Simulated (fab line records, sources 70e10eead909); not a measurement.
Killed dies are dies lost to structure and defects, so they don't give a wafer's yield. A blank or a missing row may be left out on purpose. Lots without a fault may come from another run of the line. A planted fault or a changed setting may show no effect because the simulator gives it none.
Which tool did it? | flow nand_harc | 13 lots, 39 wafers sampled, at 5 steps of a route of 1159

WHAT THE GAUGES READ, wafer by wafer
NHARC_A_M1_THK_MEAS_24: measures by xrf.
lot  | measured     | on            | thk_nm (nm)
L273 | day 18 06:42 | film_metro-02 | 153.5 152.5 152.3
L272 | day 18 07:12 | film_metro-01 | 154.0 152.0 153.3
L276 | day 19 08:48 | film_metro-02 | 154.6 154.3 153.5
L275 | day 19 18:17 | film_metro-02 | 155.7 155.9 154.8
L284 | day 20 23:14 | film_metro-01 | 153.8 152.0 154.4
L286 | day 21 19:16 | film_metro-02 | 154.5 153.8 154.3
L285 | day 21 20:23 | film_metro-02 | 155.4 153.7 156.2
L288 | day 22 00:28 | film_metro-01 | 155.8 153.9 153.7
L287 | day 22 08:29 | film_metro-01 | 156.4 153.9 153.1
L290 | day 22 13:42 | film_metro-02 | 154.9 153.4 153.9
L292 | day 22 18:50 | film_metro-02 | 154.0 151.1 154.4
L293 | day 22 20:43 | film_metro-02 | 154.1 155.0 153.8
L291 | day 22 23:26 | film_metro-02 | 154.9 157.2 157.1

NHARC_A_BONDPAD_CD_MEAS_09: target cd 500 nm.
lot  | measured     | on        | cd_nm (nm)
L273 | day 18 09:07 | cd_sem-02 | 499.7 502.4 501.4
L272 | day 18 09:36 | cd_sem-02 | 504.0 501.2 500.0
L276 | day 19 10:55 | cd_sem-03 | 494.9 499.4 498.6
L275 | day 19 20:43 | cd_sem-03 | 496.1 498.7 493.5
L284 | day 21 01:22 | cd_sem-02 | 503.8 500.6 501.2
L286 | day 21 21:13 | cd_sem-03 | 501.0 499.1 501.2
L285 | day 21 22:21 | cd_sem-01 | 496.4 495.1 497.5
L288 | day 22 02:32 | cd_sem-03 | 501.2 499.7 496.8
L287 | day 22 10:34 | cd_sem-02 | 501.5 501.2 498.1
L290 | day 22 15:47 | cd_sem-02 | 497.6 500.4 496.2
L292 | day 22 20:58 | cd_sem-03 | 502.9 500.3 502.6
L293 | day 22 22:47 | cd_sem-01 | 502.5 499.9 497.1
L291 | day 23 01:43 | cd_sem-01 | 499.7 497.5 500.1

NHARC_HYBRID_BOND_INSPECT_06: inspects for defects (ir void).
lot  | measured     | on                | raw_defect_count
L273 | day 18 20:41 | defect_inspect-02 | 30 29 33
L272 | day 18 20:40 | defect_inspect-02 | 23 22 21
L276 | day 20 01:05 | defect_inspect-01 | 34 31 31
L275 | day 20 10:08 | defect_inspect-02 | 23 18 23
L286 | day 22 09:48 | defect_inspect-02 | 42 32 40
L288 | day 22 19:41 | defect_inspect-02 | 14 7 19
L287 | day 22 19:43 | defect_inspect-02 | 35 32 42
L290 | day 23 04:19 | defect_inspect-02 | 22 16 12
L292 | day 23 09:32 | defect_inspect-02 | 41 53 48
L293 | day 23 09:34 | defect_inspect-02 | 44 42 55
L291 | day 23 14:53 | defect_inspect-02 | 27 19 42

NHARC_END_SORT_01.
lot  | measured     | on        | defect_limited_yield (%) | killed_at_array | killed_at_other | killed_at_periphery | killed_dies | killed_open | killed_short | sort_bin_2_pct (%) | sort_bin_3_pct (%) | sort_bin_4_pct (%) | sort_n_pass | sort_rim_yield_pct (%) | sort_yield_pct (%)
L275 | day 21 11:41 | prober-02 | 96.2 96.3 96.5           | 22 21 22        | 1 1 0           | 3 3 2               | 26 25 24    | 6 5 1       | 2 1 3        | 1.5 1.2 0.7        | 0 0 0              | 2.4 2.5 2.8        | 651 652 653 | 96.2 97.2 98.1         | 96.2 96.3 96.5
L284 | day 22 13:32 | prober-02 | 0 0 0                    | 676 675 675     | 0 1 0           | 1 1 2               | 677 677 677 | 1 2 2       | 1 3 3        | 97.5 95.9 96.2     | 0.59 0.15 0        | 1.9 4.0 3.8        | 0 0 0       | 0 0 0                  | 0 0 0
L285 | day 23 04:05 | prober-02 | 0 0 0                    | 671 673 674     | 3 1 1           | 3 3 2               | 677 677 677 | 4 5 9       | 3 6 3        | 94.7 95.9 95.7     | 0 0.15 0.15        | 5.3 4.0 4.1        | 0 0 0       | 0 0 0                  | 0 0 0
L290 | day 23 22:16 | prober-01 | 96.8 97.3 96.8           | 15 16 14        | 1 0 2           | 6 2 6               | 22 18 22    | 5 3 7       | 1 1 1        | 1.0 1.0 1.2        | 0.15 0.30 0        | 2.1 1.3 2.1        | 655 659 655 | 98.1 97.2 99.1         | 96.8 97.3 96.8

WHICH TOOL RAN EACH LOT (tool, then ch and the chambers of the sampled wafers, then the start)
lot  | NHARC_A_BONDPAD_PVD_27
L273 | pvd_sputter-01, day 18 10:34
L272 | pvd_sputter-02, day 18 10:59
L276 | pvd_sputter-02, day 19 12:18
L275 | pvd_sputter-01, day 19 22:05
L284 | pvd_sputter-01, day 21 02:47
L286 | pvd_sputter-01, day 21 22:37
L285 | pvd_sputter-02, day 21 23:45
L288 | pvd_sputter-01, day 22 03:56
L287 | pvd_sputter-02, day 22 11:58
L290 | pvd_sputter-03, day 22 17:22
L292 | pvd_sputter-01, day 22 22:20
L293 | pvd_sputter-03, day 23 00:11
L291 | pvd_sputter-03, day 23 03:40
- NHARC_A_BONDPAD_PVD_27: deposits Cu, target thk 30 nm, time 20.49 s.

WHAT THE TOOLS THEMSELVES READ (means of the sampled wafers that have a number; where no wafer has one, the mark that the record gives instead)
NHARC_A_BONDPAD_PVD_27.
lot  | tool           | cathode_dc_power_W (W) | chamber_pressure_pa (Pa) | throttle_valve_pct (%)
L273 | pvd_sputter-01 | 5000.2                 | 5.005                    | 29.5
L272 | pvd_sputter-02 | 4999.9                 | 5.002                    | 28.0
L276 | pvd_sputter-02 | 4999.7                 | 4.999                    | 28.4
L275 | pvd_sputter-01 | 5000.4                 | 5.004                    | 29.4
L284 | pvd_sputter-01 | -                      | -                        | -
L286 | pvd_sputter-01 | 5000.1                 | 5.003                    | 29.4
L285 | pvd_sputter-02 | -                      | -                        | -
L288 | pvd_sputter-01 | 4999.2                 | 5.006                    | 29.6
L287 | pvd_sputter-02 | 5000.1                 | 5.002                    | 29.3
L290 | pvd_sputter-03 | 5000.3                 | 4.995                    | 29.6
L292 | pvd_sputter-01 | 4999.3                 | 4.999                    | 29.7
L293 | pvd_sputter-03 | 4999.8                 | 4.999                    | 29.2
L291 | pvd_sputter-03 | 5000.5                 | 5.003                    | 30.1

THE ANSWER, worked out from the rows above alone
Rule: what is usual is taken from the lots themselves. Put in order of their means at a reading, lots are off if they are a third of the lots or fewer, leave a main group of 4 or more, and stand apart from it by a gap of 3 or more times the standard deviation of the main group's means; of several such gaps the widest counts. A main group whose means are all the same, to the digits that the tables above print for the reading, isn't used. A lot without any number at a reading at which 4 lots or more have one is off too. The other lots that the step has rows for count as sound. The gauges are gone through in route order, then the tools' own readings, and for those a lot's mean is taken as printed above. The first step at which some lot is off is used, and at that step the reading that is off furthest; a lot without a number counts as furthest.
Off: L284, L285, at NHARC_A_BONDPAD_PVD_27 (cathode_dc_power_W). Without a number there: L284, L285. The main group: mean 5000.0 W, standard deviation 0.41.
A tool fits if, at that step or a process step before it, it ran every lot that is off, and no sound lot after the first of them. None of those tried fits.

WHAT THE SIMULATOR HAD PUT IN
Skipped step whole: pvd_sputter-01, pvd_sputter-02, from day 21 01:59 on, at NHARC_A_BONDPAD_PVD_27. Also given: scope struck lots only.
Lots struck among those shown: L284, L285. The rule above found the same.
